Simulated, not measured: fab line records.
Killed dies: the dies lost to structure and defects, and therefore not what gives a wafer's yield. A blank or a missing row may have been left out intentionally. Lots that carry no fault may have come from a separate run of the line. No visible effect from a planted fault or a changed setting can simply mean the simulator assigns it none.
Code-filled problem report in 8D (eight disciplines) form + flow nandHarc + the parts of the form that need people (team, actions taken, sign-off) are left out

1. WHAT IS WRONG
killedDies at NHARC_END_SORT_01 reads a mean of 619 on 6 wafers of 2 lots; wafers without a fault read 58 with a standard deviation of 21. Relative to the usual mean, that is a shift of +27 standard deviations.
The first sign was on wafer L371.1 at day 28 23:31, on prober-01. The record holds 6 wafers of 2 lots with a number at this step. Rule for "out" (also "out of limits"): further than 4 standard deviations from the usual mean. All remaining wafers that have a number are taken as sound.

2. WHAT IT IS, WHAT IT ISN'T
| question                    | is                        | is not                        |
|-----------------------------|---------------------------|-------------------------------|
| which readings at this step | killedDies, killedAtArray | killedAtPeriphery, killedOpen |
| which lots                  | L371, L372                | -                             |
| which wafers of those lots  | all that have a number    | -                             |
| read on which gauges        | prober-01, prober-02      | -                             |
| when                        | from day 28 23:31         | up to then (0 sound wafers)   |

3. SUSPECTS, AND WHAT RULES EACH OUT
Counting: a tool at a process step up to the reading stays a suspect if it ran every lot that is out and no sound lot after the first of them.
- the gauge at NHARC_END_SORT_01: ruled out. The wafers that are out were read on 2 gauges (prober-01, prober-02).
- aclDep-03 at NHARC_A_CHANNEL_HOLE_D1_DEP_00 (deposits aC, target thk 3100 nm): kept. It ran every lot that is out, first L371 (day 12 00:59), and no sound lot after that.
After counting, what remains is aclDep-03 at NHARC_A_CHANNEL_HOLE_D1_DEP_00.

4. THE CAUSE (what the simulator had put in)
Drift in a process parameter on aclDep-03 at NHARC_A_CHANNEL_HOLE_D1_DEP_00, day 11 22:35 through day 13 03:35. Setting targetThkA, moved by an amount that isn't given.
Only this tool survived the counting.

5. THE CHAIN OF EFFECTS, in route order
Each row: a reading whose mean over the struck wafers that have a number lies more than 3 standard deviations from the usual. Only readings whose record carries a usual standard deviation are examined. hours: median over the lots of the time between each lot's start at the first step of this table that gives one and its start at this step. sigmas: the change, counted in usual standard deviations.
| hours | step              | reading       | usual | on struck wafers | change | sigmas |
|-------|-------------------|---------------|-------|------------------|--------|--------|
| 0     | NHARC_END_SORT_01 | killedAtArray | 53    | 614              | +561   | +27    |
| 0     | NHARC_END_SORT_01 | killedDies    | 58    | 619              | +561   | +27    |

6. HOW IT WOULD HAVE BEEN CAUGHT EARLIER
In this record the first reading out of limits at a measuring or inspecting step was taken at day 28 23:31, 409 hours after the fault began at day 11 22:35.
An alarm limit of 4 standard deviations would not have fired on the tool readings at NHARC_A_CHANNEL_HOLE_D1_DEP_00 for which the record gives a usual standard deviation, since none of them was out on any struck wafer.
Each of the lots that are out, 2 in all, had begun NHARC_A_CHANNEL_HOLE_D1_DEP_00 on aclDep-03 no later than day 28 23:31. Tool hold at that time: it would have spared none of them.
